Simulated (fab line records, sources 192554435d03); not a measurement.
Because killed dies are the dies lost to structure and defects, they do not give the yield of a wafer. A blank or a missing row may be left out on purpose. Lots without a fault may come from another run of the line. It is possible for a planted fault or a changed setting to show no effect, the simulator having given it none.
Comparing a struck lot with a sound one + flow n5_finfet + 13 out of 1938 route steps
Sound: these wafers, L710.1, L710.2, L710.5. Struck: wafer L699.5; the same lot's L699.4 was not struck, so it is left out; see the end for the cause.
For every step that has rows: the tool of each side, followed by ch and its chambers, followed by its first start. Under that, the readings that differ: sound wafers + struck wafers + difference of the means + sigmas: that difference in standard deviations of wafers without a fault.
alike: words and numbers the same on both sides, and readings whose means are apart by under 2 such deviations; not compared: readings that were withheld, readings missing a value for some wafer, numbers with overlapping values and no deviation given by the record, and bounds like >300 which may hide the same value.
The two part at a step that has a row with sigmas, a row that says differs or no value, or rows on one side only. Non-overlapping numbers with no deviation appear without sigmas and do not part them. A reading missing from all wafers of one side parts the sides only when that side holds two or more wafers.

N5_MOL_CONTACT_COAG_SPUTTER_143: material Co, target thk 2.5 nm.
  sound: pvd_sputter-01 at day 9 14:38; struck: pvd_sputter-01 at day 6 21:37
  alike: susceptor_temp_C, throttle_valve_pct
N5_MOL_CONTACT_COAG_CO_FILL_22: material Co, precursor CCTBA/H2, target thk 20 nm.
  sound on cvd_co-01 ch 1,2, day 9 14:45; struck on cvd_co-02 ch 2, day 6 22:02
  alike: heater_power_w, susceptor_temp_C
then, 1 step without rows for these wafers: N5_MOL_CONTACT_COAG_ANNEAL_113 (time 300 s).
N5_MOL_CONTACT_COAG_PRE_CLEAN_142: time 60 s.
  sound: pvd_sputter-01 at day 9 17:35; struck: pvd_sputter-02 at day 6 23:28
  alike: heater_power_w, susceptor_temp_C
N5_MOL_CONTACT_COAG_SPUTTER_130: material Co, target thk 47.5 nm.
  sound: pvd_sputter-01 at day 9 17:39; struck: pvd_sputter-02 at day 6 23:32
  alike: susceptor_temp_C, throttle_valve_pct
then, 2 steps without rows for these wafers: N5_MOL_CONTACT_COAG_PRECLEAN_125 (cleans in DIW, time 57.5 s); N5_MOL_CONTACT_COAG_SRD_126 (dry time 32 s).
N5_MOL_CONTACT_COAG_CMP_23: polishes, stops on SiO2, t overpolish 1.5 s, target thk 0 nm.
  sound on cmp-02 ch 0,3, day 9 17:50; struck on cmp-04 ch 0, day 6 23:43
  alike: head_pressure_psi, motor_current_A, overpolish_run_s, slurry_filter_dp_kPa, time_to_endpoint_s
then, 2 steps without rows for these wafers: N5_MOL_CONTACT_COAG_WET_ETCH_26 (target Co, target depth 13 nm); N5_MOL_CONTACT_COAG_WET_ETCH_116 (etches the open film in SC1-inhibited, target depth 4.6 nm, rinse time 30 s).
N5_MOL_CONTACT_COAG_ALD_27: deposits SiOC, target thk 17 nm, pulse time 1.5 s, time 2720 s.
  sound on ald_sin-03 ch 0,2, day 9 18:40; struck on ald_sin-04 ch 3, day 7 00:35
| reading          | sound                | struck | difference | sigmas      |
|------------------|----------------------|--------|------------|-------------|
| run_length_s (s) | 2770.8 2769.5 2769.4 | 3433.6 | +663.7     | +99 or more |
| time_s (s)       | 2720 2720 2720       | 3383.7 | +663.7     |             |
  alike: heater_power_w, precursor_pulse_height_rel, susceptor_temp_C
then, 1 step without rows for these wafers: N5_MOL_CONTACT_COAG_CMP_28 (polishes, stops on SiNx, t overpolish 0.85 s, target thk 14.522 nm).
-- a jump in the record: the struck wafers' starts before and after are 8 days apart (it breaks off in module MOL_CONTACT_COAG and resumes in module PASSIVATION, where the first step shown is number 1936 of the route) --
N5_PASSIVATION_PROBE_49:
  record: rows for the struck wafers here (prober-01, day 14 14:28), none for the sound ones

## WHERE THEY PART
At N5_MOL_CONTACT_COAG_ALD_27 first; at N5_PASSIVATION_PROBE_49 last (within this record only).

WHY: whatever the simulator had introduced
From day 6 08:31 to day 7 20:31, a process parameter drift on ald_sin-04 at N5_MOL_CONTACT_COAG_ALD_27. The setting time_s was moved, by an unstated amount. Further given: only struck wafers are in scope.
